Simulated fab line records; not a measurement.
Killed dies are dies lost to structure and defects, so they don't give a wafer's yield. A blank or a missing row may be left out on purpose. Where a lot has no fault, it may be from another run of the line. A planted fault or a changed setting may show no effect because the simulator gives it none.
fab line records    flow nand-harc
record lots=6  wafers=18  last-day=24
route steps=1159 shown P_ZERO_WELL@7 P_M0@266
lots untouched by any fault: they come from a run of this same line in which no faults occurred
start-h: hours from the record's opening day to when the first of the lot's shown wafers began    wait-h: time in hours since the lot's previous step    " same as the row above    L1.1+2: one row covering several wafers at once    - no value present, or no start provided    * or withheld: withheld    < > ~ a bound
route shown NAME@n: NAME is a module with steps in the file, n the number in the route of the first one    usual: mean/standard deviation of fault-free wafers    same: alike in all rows    chamber/n: place in a boat    sites: the reading at each site    _std_site: the standard deviation of these    _edge_site: mean of outer sites minus mean of inner sites    radius-mm: how far each site lies from the wafer's centre    mask NAME#n: copy n    behind: the most recent tool/chamber to have shaped the wafer    hold: why the lot was held/for how many hours/how that ended    device: which transistor (n, p or np) failed to switch    end of line: tests of these same wafers at the route's end    for a step that has no rows: nothing shown but its recipe    killed: at the first sort, the dies lost to defects and structure; wafer yield is something else    map: a wafer's dies, x killed, . not, _ none there
set.NAME: the setting that was run; set.NAME@STEP: the one run at that earlier step    model.NAME: the simulator's own value behind a step, which no gauge read
certain route steps with their lots: each step a table, each wafer a row
services: the hour from which a tool's chamber was out of use, counted from the record's first day as start-h (under 0 if before that day), plus the number of hours and why
## steps
# step NHARC_P_ZERO_WELL_COAT_64
# recipe temp-c=200  time-s=65
# step NHARC_P_ZERO_WELL_COAT_05
# recipe spin-rpm=2000  resist-thk-nm=600
# step NHARC_P_ZERO_WELL_SOFTBAKE_06
# recipe temp-c=125  time-s=70
# step NHARC_P_ZERO_WELL_EBR_07
# step NHARC_P_ZERO_WELL_EXPOSE_08
# recipe na=0.55  target-cd-nm=500  dose-mj=33.8  mask-id=P_ZERO
# step NHARC_P_ZERO_WELL_PEB_09
# recipe peb-temp-c=128  peb-time-s=80
# step NHARC_P_ZERO_WELL_DEVELOP_10
# recipe time-s=50  dev-temp-c=22
# step NHARC_P_ZERO_WELL_CD_MEAS_11
# recipe target-cd-nm=500  landing-energy-ev=500
# usual cd-nm=500.4/1.9
lot.wafer  tool       chamber  start-h  wait-h  cd-nm
L601.1     cd-sem-02  0        43.23    -       500.4
L601.2     "          0        "        "       496.7
L601.6     "          0        "        "       501.1
L602.1     cd-sem-03  0        49.48    -       503.0
L602.2     "          0        "        "       505.2
L602.5     "          0        "        "       500.1
L609.1     cd-sem-01  0        91.11    -       501.5
L609.3     "          0        "        "       503.3
L609.4     "          0        "        "       501.4
L610.1     cd-sem-02  0        97.12    -       499.4
L610.3     "          0        "        "       499.1
L610.6     "          0        "        "       499.5
L614.1     cd-sem-03  0        121.19   -       497.3
L614.2     "          0        "        "       497.7
L614.5     "          0        "        "       498.3
L616.1     cd-sem-03  0        133.25   -       500.6
L616.5     "          0        "        "       497.0
L616.6     "          0        "        "       496.2
# step NHARC_P_ZERO_WELL_HARDBAKE_12
# recipe temp-c=118  time-s=65
# step NHARC_P_ZERO_WELL_DESCUM_13
# recipe time-s=3  o2-flow-sccm=200  ar-flow-sccm=0  bias-power-w=0  chemistry=O2
# usual drypump-motor-current-A=5.7/0.46  oes-product-au=0.996/0.011  rf-vpp-V=57.8/0.89  showerhead-plenum-p-Torr=1.90/0.066  throttle-valve-pct=11.312/0.009
lot.wafer  tool         chamber  start-h  wait-h  drypump-motor-current-A  oes-product-au  rf-hours-counter-h  rf-vpp-V  showerhead-plenum-p-Torr  throttle-valve-pct
L601.1     rie-diel-10  1        43.39    -       5.2                      0.989           3                   57.5      2.04                      11.324
L601.2     "            2        "        "       5.9                      1.002           3                   58.3      1.94                      11.298
L601.6     "            2        "        "       5.9                      1.001           -                   57.8      1.94                      11.311
L602.1     rie-diel-10  2        49.64    -       5.8                      1.012           3                   58.1      1.94                      11.318
L602.2     "            3        "        "       6.3                      0.999           4                   57.7      1.92                      11.313
L602.5     "            2        "        "       5.9                      1.008           -                   57.5      1.94                      11.313
L609.4     rie-diel-10  0        91.27    -       5.4                      0.994           7                   57.4      1.90                      11.309
L609.3     "            1        "        "       5.2                      0.995           5                   57.9      2.04                      11.314
L609.1     "            2        "        "       5.9                      1.008           5                   56.7      1.94                      11.310
L610.1     rie-diel-01  2        97.28    -       6.6                      0.989           9                   58.9      1.92                      11.320
L610.3     "            3        "        "       5.5                      0.994           9                   57.2      1.87                      11.319
L610.6     "            3        "        "       5.5                      1.006           -                   57.2      1.87                      11.304
L614.2     rie-diel-01  1        121.35   -       5.5                      0.989           11                  58.2      1.84                      11.306
L614.1     "            3        "        "       5.6                      0.997           11                  56.9      1.87                      11.300
L614.5     "            2        "        "       6.6                      0.989           -                   59.0      1.92                      11.335
L616.1     rie-diel-03  0        133.40   -       5.3                      0.976           6                   57.6      1.94                      11.303
L616.5     "            0        "        "       5.3                      0.973           -                   58.9      1.94                      11.311
L616.6     "            1        "        "       5.9                      1.012           -                   59.1      1.80                      11.318
# step NHARC_P_ZERO_WELL_ETCH_65
# recipe target-depth-a=800  overetch-a=240  time-s=87.88  ion-energy-ev=200  n2-flow-sccm=150  h2-flow-sccm=150  ar-flow-sccm=0  rf-w=400  bias-w=150  chemistry=N2/H2
# usual drypump-motor-current-A=5.6/0.46  oes-product-au=0.996/0.011  rf-vpp-V=430.2/2.3  showerhead-plenum-p-Torr=2.03/0.075  throttle-valve-pct=14.170/0.0089
lot.wafer  tool         chamber  start-h  wait-h  drypump-motor-current-A  oes-product-au  rf-hours-counter-h  rf-vpp-V  showerhead-plenum-p-Torr  throttle-valve-pct
L601.1     rie-diel-10  0        43.47    0.1     5.4                      0.997           4                   429.0     2.03                      14.178
L601.2     "            3        "        "       6.3                      0.989           4                   430.7     2.04                      14.173
L601.6     "            1        "        "       5.1                      1.007           -                   434.9     2.18                      14.181
L602.2     rie-diel-10  0        49.72    0.1     5.4                      0.988           4                   431.8     2.03                      14.174
L602.1     "            3        "        "       6.3                      0.990           4                   430.4     2.04                      14.157
L602.5     "            0        "        "       5.4                      0.981           -                   430.7     2.03                      14.175
L609.3     rie-diel-10  1        91.35    0.1     5.2                      0.995           5                   432.9     2.18                      14.169
L609.1     "            2        "        "       5.9                      1.002           5                   433.4     2.06                      14.167
L609.4     "            0        "        "       5.4                      0.992           7                   430.2     2.02                      14.164
L610.3     rie-diel-01  3        97.37    0.1     5.5                      1.005           9                   429.1     1.99                      14.156
L610.1     "            1        "        "       5.5                      0.989           9                   427.3     1.96                      14.182
L610.6     "            3        "        "       5.6                      1.000           -                   428.2     1.99                      14.163
L614.1     rie-diel-01  2        121.45   0.1     6.6                      0.989           11                  431.2     2.04                      14.170
L614.2     "            3        "        "       5.6                      0.996           11                  429.3     1.99                      14.171
L614.5     "            2        "        "       6.6                      0.997           -                   430.5     2.05                      14.178
L616.1     rie-diel-03  1        133.52   0.1     5.9                      1.006           7                   427.5     1.91                      14.160
L616.6     "            3        "        "       5.7                      1.002           -                   428.8     1.98                      14.188
L616.5     "            1        "        "       5.9                      1.004           -                   427.2     1.91                      14.171
# step NHARC_P_ZERO_WELL_ETCH_62
# recipe target-depth-a=130  time-s=6.5  chf3-flow-sccm=50  ar-flow-sccm=200  rf-w=500  bias-w=200  chemistry=CHF3/Ar
# usual drypump-motor-current-A=5.7/0.46  oes-product-au=0.957/0.019  rf-vpp-V=370.2/1.9  showerhead-plenum-p-Torr=2.33/0.076  throttle-valve-pct=20.217/0.0095
lot.wafer  tool         chamber  start-h  wait-h  drypump-motor-current-A  oes-product-au  rf-hours-counter-h  rf-vpp-V  showerhead-plenum-p-Torr  throttle-valve-pct
L601.2     rie-diel-10  3        -        -       6.3                      0.982           4                   370.1     2.35                      20.234
L601.1     "            0        "        "       5.4                      0.981           4                   370.1     2.33                      20.221
L601.6     "            0        "        "       5.4                      0.980           -                   369.2     2.33                      20.193
L602.1     rie-diel-10  0        -        -       5.4                      0.980           4                   370.2     2.33                      20.221
L602.2     "            2        "        "       5.9                      0.972           3                   372.6     2.37                      20.209
L602.5     "            0        "        "       5.4                      0.978           -                   371.9     2.33                      20.220
L609.4     rie-diel-10  2        -        -       5.9                      0.985           5                   371.5     2.37                      20.208
L609.3     "            3        "        "       6.3                      0.977           7                   369.1     2.35                      20.214
L609.1     "            1        "        "       5.1                      0.949           5                   374.7     2.50                      20.213
L610.1     rie-diel-01  3        -        -       5.6                      0.948           9                   369.9     2.29                      20.205
L610.3     "            0        "        "       5.1                      0.956           10                  371.7     2.39                      20.194
L610.6     "            3        "        "       5.6                      0.942           -                   369.1     2.29                      20.213
L614.1     rie-diel-01  3        -        -       5.5                      0.946           11                  369.0     2.29                      20.209
L614.2     "            2        "        "       6.6                      0.932           11                  371.0     2.35                      20.193
L614.5     "            2        "        "       6.6                      0.933           -                   371.2     2.35                      20.211
L616.1     rie-diel-03  0        -        -       5.3                      0.946           6                   371.4     2.38                      20.209
L616.6     "            0        "        "       5.3                      0.946           -                   371.1     2.38                      20.210
L616.5     "            3        "        "       5.7                      0.969           -                   371.0     2.28                      20.218
# step NHARC_P_ZERO_WELL_ETCH_63
# recipe target-depth-a=1200  time-s=40.1  hbr-flow-sccm=150  cl2-flow-sccm=50  rf-w=400  icp-w=400  bias-w=100  chemistry=HBr/Cl2
# usual drypump-motor-current-A=5.8/0.48  oes-product-au=0.996/0.01  throttle-valve-pct=26.406/0.0094
lot.wafer  tool       chamber  start-h  wait-h  drypump-motor-current-A  oes-product-au  rf-hours-counter-h  throttle-valve-pct
L601.1     rie-si-05  3        43.67    -       6.2                      0.991           1.4                 26.395
L601.2     "          1        "        "       5.4                      1.002           1.1                 26.398
L601.6     "          1        "        "       5.4                      0.974           -                   26.393
L602.1     rie-si-01  3        49.92    -       6.0                      1.012           1.0                 26.402
L602.2     "          0        "        "       4.7                      1.013           0.9                 26.409
L602.5     "          1        "        "       6.4                      0.994           -                   26.403
L609.4     rie-si-01  2        91.55    -       5.5                      1.271           1.0                 26.399
L609.1     "          3        "        "       6.0                      1.268           1.4                 26.408
L609.3     "          0        "        "       4.7                      1.284           1.3                 26.412
L610.1     rie-si-01  3        97.54    -       6.0                      1.281           1.4                 26.389
L610.3     "          0        "        "       4.7                      1.289           1.3                 26.406
L610.6     "          0        "        "       4.7                      1.292           -                   26.407
L614.1     rie-si-04  1        121.64   -       5.6                      0.994           0.2                 26.414
L614.2     "          2        "        "       6.1                      1.000           0.2                 26.395
L614.5     "          3        "        "       6.1                      0.995           -                   26.412
L616.1     rie-si-04  1        133.73   -       5.5                      1.010           0.4                 26.405
L616.6     "          3        "        "       6.1                      0.991           -                   26.396
L616.5     "          1        "        "       5.6                      1.003           -                   26.398
# step NHARC_P_ZERO_WELL_STRIP_15
# recipe time-s=900  temp-c=130  chemistry=SPM
# step NHARC_P_ZERO_WELL_DEHYDRATE_16
# recipe temp-c=150  time-s=120
# step NHARC_P_ZERO_WELL_HMDS_17
# recipe time-s=30
# step NHARC_P_ZERO_WELL_COAT_18
# recipe spin-rpm=withheld
# step NHARC_P_ZERO_WELL_SOFTBAKE_19
# recipe temp-c=122  time-s=95
# step NHARC_P_ZERO_WELL_EBR_20
# step NHARC_P_ZERO_WELL_EXPOSE_21
# recipe na=0.6  target-cd-nm=720  dose-mj=22.31  mask-id=P_NWELL
# step NHARC_P_ZERO_WELL_PEB_22
# recipe peb-temp-c=118  peb-time-s=85
# step NHARC_P_ZERO_WELL_DEVELOP_23
# recipe time-s=70
# step NHARC_P_ZERO_WELL_CD_MEAS_24
# recipe target-cd-nm=720  landing-energy-ev=500
# usual cd-nm=720.7/2
lot.wafer  tool       chamber  start-h  wait-h  cd-nm
L601.1     cd-sem-02  0        44.61    -       720.0
L601.2     "          0        "        "       715.7
L601.6     "          0        "        "       719.5
L602.1     cd-sem-03  0        50.83    -       722.0
L602.2     "          0        "        "       720.8
L602.5     "          0        "        "       717.6
L609.1     cd-sem-01  0        92.48    -       718.4
L609.3     "          0        "        "       717.6
L609.4     "          0        "        "       719.2
L610.1     cd-sem-03  0        98.46    -       721.2
L610.3     "          0        "        "       725.2
L610.6     "          0        "        "       719.8
L614.1     cd-sem-02  0        122.66   -       724.9
L614.2     "          0        "        "       722.0
L614.5     "          0        "        "       719.6
L616.1     cd-sem-03  0        134.65   -       718.2
L616.5     "          0        "        "       720.8
L616.6     "          0        "        "       720.4
# step NHARC_P_ZERO_WELL_HARDBAKE_25
# recipe temp-c=125  time-s=80
# step NHARC_P_ZERO_WELL_DESCUM_26
# recipe time-s=3  o2-flow-sccm=200  ar-flow-sccm=0  bias-power-w=0  chemistry=O2
# usual drypump-motor-current-A=5.6/0.44  oes-product-au=0.997/0.012  rf-vpp-V=57.9/0.85  showerhead-plenum-p-Torr=1.90/0.073  throttle-valve-pct=11.310/0.0092
lot.wafer  tool         chamber  start-h  wait-h  drypump-motor-current-A  oes-product-au  rf-hours-counter-h  rf-vpp-V  showerhead-plenum-p-Torr  throttle-valve-pct
L601.2     rie-diel-10  2        44.78    -       5.9                      1.001           2.8                 57.3      1.94                      11.309
L601.1     "            3        "        "       6.3                      0.988           3.6                 57.7      1.92                      11.318
L601.6     "            2        "        "       5.8                      1.010           -                   60.1      1.94                      11.329
L602.1     rie-diel-10  2        50.99    -       5.9                      1.007           2.9                 58.0      1.94                      11.312
L602.2     "            3        "        "       6.3                      0.992           3.8                 58.9      1.92                      11.310
L602.5     "            3        "        "       6.3                      0.983           -                   57.7      1.92                      11.311
L609.4     rie-diel-03  0        92.65    -       5.3                      0.993           3.4                 59.8      1.94                      11.328
L609.3     "            1        "        "       5.9                      1.006           3.7                 59.0      1.80                      11.308
L609.1     "            2        "        "       5.0                      1.004           3.0                 57.4      1.79                      11.299
L610.3     rie-diel-03  1        98.62    -       5.9                      1.017           4.4                 58.2      1.80                      11.317
L610.1     "            3        "        "       5.7                      1.009           3.2                 57.7      1.86                      11.315
L610.6     "            1        "        "       5.9                      1.022           -                   57.8      1.80                      11.304
L614.1     rie-diel-01  3        122.82   -       5.6                      0.987           11.4                57.5      1.87                      11.307
L614.2     "            2        "        "       6.6                      0.990           11.1                57.5      1.92                      11.299
L614.5     "            2        "        "       6.5                      0.990           -                   56.9      1.92                      11.304
L616.1     rie-diel-03  1        134.83   -       5.9                      1.005           6.5                 58.3      1.80                      11.308
L616.6     "            0        "        "       5.3                      0.981           -                   57.2      1.94                      11.323
L616.5     "            3        "        "       5.7                      1.012           -                   57.4      1.86                      11.314
# step NHARC_P_ZERO_WELL_IMPLANT_27
# recipe energy-kev=600  dose-cm2=1e+13  tilt-deg=7
# step NHARC_P_ZERO_WELL_IMPLANT_57
# recipe energy-kev=250  dose-cm2=4e+12  tilt-deg=7
# step NHARC_P_ZERO_WELL_IMPLANT_58
# recipe energy-kev=100  dose-cm2=2e+12  tilt-deg=7
# step NHARC_P_ZERO_WELL_STRIP_28
# recipe time-s=840  temp-c=130  chemistry=SPM
# step NHARC_P_ZERO_WELL_DEHYDRATE_29
# recipe temp-c=150  time-s=120
# step NHARC_P_ZERO_WELL_HMDS_30
# recipe time-s=30
# step NHARC_P_ZERO_WELL_COAT_31
# recipe spin-rpm=withheld
# step NHARC_P_ZERO_WELL_SOFTBAKE_32
# recipe temp-c=122  time-s=95
# step NHARC_P_ZERO_WELL_EBR_33
# step NHARC_P_ZERO_WELL_EXPOSE_34
# recipe na=0.6  target-cd-nm=720  dose-mj=22.31  mask-id=P_PWELL
# step NHARC_P_ZERO_WELL_PEB_35
# recipe peb-temp-c=118  peb-time-s=85
# step NHARC_P_ZERO_WELL_DEVELOP_36
# recipe time-s=70
# step NHARC_P_ZERO_WELL_CD_MEAS_37
# recipe target-cd-nm=720  landing-energy-ev=500
# usual cd-nm=719.3/1.8
lot.wafer  tool       chamber  start-h  wait-h  cd-nm
L601.1     cd-sem-03  0        46.30    -       719.3
L601.2     "          0        "        "       719.8
L601.6     "          0        "        "       723.1
L602.1     cd-sem-01  0        52.47    -       721.0
L602.2     "          0        "        "       721.7
L602.5     "          0        "        "       720.0
L609.1     cd-sem-01  0        94.11    -       718.4
L609.3     "          0        "        "       719.0
L609.4     "          0        "        "       719.3
L610.1     cd-sem-02  0        100.10   -       718.0
L610.3     "          0        "        "       721.2
L610.6     "          0        "        "       720.8
L614.1     cd-sem-03  0        124.34   -       718.2
L614.2     "          0        "        "       717.7
L614.5     "          0        "        "       717.3
L616.1     cd-sem-01  0        136.34   -       720.3
L616.5     "          0        "        "       721.5
L616.6     "          0        "        "       724.1
# step NHARC_P_ZERO_WELL_HARDBAKE_38
# recipe temp-c=125  time-s=80
# step NHARC_P_ZERO_WELL_DESCUM_39
# recipe time-s=3  o2-flow-sccm=200  ar-flow-sccm=0  bias-power-w=0  chemistry=O2
# usual drypump-motor-current-A=5.6/0.43  oes-product-au=0.998/0.011  rf-vpp-V=57.7/0.83  showerhead-plenum-p-Torr=1.90/0.073  throttle-valve-pct=11.309/0.0089
lot.wafer  tool         chamber  start-h  wait-h  drypump-motor-current-A  oes-product-au  rf-hours-counter-h  rf-vpp-V  showerhead-plenum-p-Torr  throttle-valve-pct
L601.2     rie-diel-10  1        46.46    -       5.2                      0.994           2.8                 57.3      2.04                      11.295
L601.1     "            2        "        "       5.8                      1.012           2.9                 57.0      1.94                      11.308
L601.6     "            1        "        "       5.2                      0.997           -                   57.6      2.04                      11.304
L602.2     rie-diel-10  0        52.64    -       5.4                      0.989           3.7                 57.8      1.90                      11.325
L602.1     "            1        "        "       5.1                      1.002           2.9                 58.6      2.04                      11.304
L602.5     "            1        "        "       5.1                      1.014           -                   59.0      2.04                      11.322
L609.3     rie-diel-10  1        94.27    -       5.1                      0.996           5.4                 57.9      2.04                      11.312
L609.4     "            2        "        "       5.8                      1.007           5.4                 56.9      1.94                      11.301
L609.1     "            3        "        "       6.3                      0.988           6.7                 56.8      1.91                      11.296
L610.1     rie-diel-03  1        100.26   -       5.9                      1.016           4.4                 56.6      1.80                      11.309
L610.3     "            2        "        "       5.0                      1.010           3.8                 56.9      1.79                      11.311
L610.6     "            1        "        "       5.9                      1.017           -                   57.9      1.80                      11.308
L614.1     rie-diel-10  2        124.53   -       5.9                      1.000           8.0                 57.1      1.93                      11.316
L614.2     "            3        "        "       6.3                      0.994           7.4                 58.0      1.91                      11.312
L614.5     "            1        "        "       5.1                      0.994           -                   58.8      2.04                      11.308
L616.1     rie-diel-10  0        136.54   -       5.4                      1.006           9.7                 57.4      1.90                      11.317
L616.6     "            1        "        "       5.1                      1.000           -                   59.3      2.04                      11.309
L616.5     "            2        "        "       5.9                      1.011           -                   58.4      1.93                      11.312
# step NHARC_P_ZERO_WELL_IMPLANT_40
# recipe energy-kev=300  dose-cm2=1e+13  tilt-deg=7
# step NHARC_P_ZERO_WELL_IMPLANT_59
# recipe energy-kev=120  dose-cm2=5e+12  tilt-deg=7
# step NHARC_P_M0_DESCUM_14
# recipe time-s=3  o2-flow-sccm=200  ar-flow-sccm=0  bias-power-w=0  chemistry=O2
# usual drypump-motor-current-A=5.6/0.4  oes-product-au=1.002/0.011  rf-vpp-V=57.7/0.89  showerhead-plenum-p-Torr=1.89/0.08  throttle-valve-pct=11.311/0.0096
lot.wafer  tool         chamber  start-h  wait-h  drypump-motor-current-A  oes-product-au  rf-hours-counter-h  rf-vpp-V  showerhead-plenum-p-Torr  throttle-valve-pct  model.P_M0.cd-nm
L602.2     rie-diel-03  0        144.40   0.1     5.3                      0.975           7                   57.4      1.94                      11.319              90.43
L602.1     "            3        "        "       5.7                      0.999           6                   57.6      1.86                      11.306              89.81
L602.5     "            0        "        "       5.3                      0.971           -                   57.7      1.94                      11.324              89.9
L601.1     rie-diel-10  0        145.22   0.1     5.4                      1.011           11                  57.4      1.90                      11.296              89.98
L601.2     "            1        "        "       5.2                      0.993           10                  58.3      2.04                      11.317              89.81
L601.6     "            2        "        "       5.9                      1.014           -                   57.6      1.93                      11.300              89.89
L609.4     rie-diel-10  0        194.96   0.1     5.4                      1.009           2                   57.0      1.90                      11.295              90.88
L609.3     "            1        "        "       5.2                      1.024           2                   57.5      2.04                      11.321              90.35
L609.1     "            2        "        "       5.9                      1.002           2                   57.8      1.93                      11.300              90.62
L610.3     rie-diel-03  0        213.70   0.1     5.3                      0.980           11                  58.1      1.94                      11.314              91.49
L610.1     "            2        "        "       5.0                      1.013           8                   59.1      1.79                      11.317              92.11
L610.6     "            1        "        "       5.9                      1.010           -                   56.1      1.79                      11.305              91.63
L614.1     rie-diel-05  1        222.29   0.1     5.6                      0.986           2                   57.2      1.88                      11.315              91.23
L614.2     "            3        "        "       6.4                      0.998           3                   58.4      1.79                      11.298              90.79
L614.5     "            0        "        "       5.5                      1.004           -                   57.3      2.02                      11.291              90.88
L616.1     rie-diel-03  1        236.89   0.1     5.9                      1.007           1                   56.8      1.79                      11.311              90.38
L616.5     "            2        "        "       5.0                      0.989           -                   57.6      1.79                      11.299              89.99
L616.6     "            3        "        "       5.7                      0.993           -                   57.0      1.86                      11.308              89.48
# step NHARC_P_M0_ETCH_15
# recipe target-depth-a=1500  overetch-a=150  time-s=82.5  c4f8-flow-sccm=withheld  ar-flow-sccm=400  rf-w=600  bias-w=300  chemistry=C4F8/Ar
# usual oes-product-au=0.957/0.023  rf-vpp-V=440.1/2.5
lot.wafer  tool         chamber  start-h  wait-h  oes-product-au  rf-hours-counter-h  rf-vpp-V  model.P_M0.cd-nm
L602.1     rie-diel-03  3        -        -       0.966           6                   438.9     89.83
L602.2     "            0        "        "       0.940           7                   440.2     90.13
L602.5     "            1        "        "       0.958           -                   436.9     90.23
L601.1     rie-diel-10  2        -        -       0.925           9                   442.5     89.34
L601.2     "            3        "        "       0.933           9                   440.3     89.17
L601.6     "            1        "        "       0.934           -                   446.2     89.62
L609.1     rie-diel-10  2        -        -       0.972           2                   440.7     90.73
L609.4     "            0        "        "       0.974           2                   440.2     90.99
L609.3     "            1        "        "       0.975           2                   444.8     90.59
L610.3     rie-diel-03  2        -        -       0.934           8                   437.5     90.78
L610.1     "            0        "        "       0.904           11                  440.8     91.24
L610.6     "            1        "        "       0.937           -                   437.3     90.79
L614.1     rie-diel-05  2        -        -       0.933           2                   439.0     91.63
L614.2     "            0        "        "       0.932           2                   443.9     90.48
L614.5     "            2        "        "       0.934           -                   440.0     90.96
L616.1     rie-diel-03  3        -        -       0.964           1                   439.7     90.32
L616.5     "            2        "        "       0.962           -                   436.0     89.38
L616.6     "            3        "        "       0.969           -                   438.9     89.33
## services
tool         chamber  start-h  hours  kind
rie-diel-03  -        38.30    9.0    pm
rie-si-05    0        39.84    4.1    repair
rie-si-04    0        47.32    6.3    repair
rie-diel-05  0        48.21    12.5   repair
rie-si-04    0        76.68    62.1   repair
rie-diel-10  -        85.42    0.1    repair
rie-si-04    -        99.00    9.0    pm
rie-si-01    2        101.26   9.0    repair
rie-diel-03  2        101.53   1.2    repair
rie-diel-10  3        104.03   17.4   repair
rie-si-01    -        106.87   0.3    repair
rie-diel-01  0        108.72   17.7   repair
rie-diel-03  2        122.87   23.3   repair
rie-si-01    -        127.00   9.0    pm
rie-diel-01  -        134.60   1.0    repair
rie-diel-01  -        137.80   9.0    pm
rie-diel-10  0        147.71   6.0    repair
rie-diel-01  2        151.45   9.2    repair
rie-diel-05  -        163.60   9.0    pm
rie-si-04    2        176.11   4.0    repair
rie-diel-10  -        176.50   9.0    pm
rie-diel-03  0        184.59   5.1    repair
rie-diel-05  0        188.23   3.9    repair
rie-diel-03  -        215.30   9.0    pm
## key
first-sign step=NHARC_P_ZERO_WELL_ETCH_63  reading=oes-product-au  direction=up  sigmas=28  usual=0.996  struck=1.281
effect none on later readings
model-effect step=NHARC_P_M0_DESCUM_14  value=P_M0.cd-nm  without=90.13  struck=91.18
model-effect step=NHARC_P_M0_ETCH_15  value=P_M0.cd-nm  without=89.81  struck=90.86
met-at NHARC_P_ZERO_WELL_ETCH_63
struck-wafers L609.1,L609.3,L609.4,L610.1,L610.3,L610.6
tester-left-out L609,L610
loop-trim step=NHARC_P_M0_EXPOSE_06  setting=dose  lots=L609,L610
onset-between 49.92 91.55
fault kind=process-parameter-drift  tool=rie-si-01  chamber=-  onset-h=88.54  steps=NHARC_P_ZERO_WELL_ETCH_63  channel=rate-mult  offset=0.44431  shape=step  end-h=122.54
# tester-left-out: of these lots the tester's yield and bins aren't shown, on N5 and GAA mostly nor the transistor test; their killed dies are dies lost to structure and defects alone, not to doping, threshold or leakage, so they don't give the yield
# loop-trim: a control loop set the setting to another value than it would have without faults
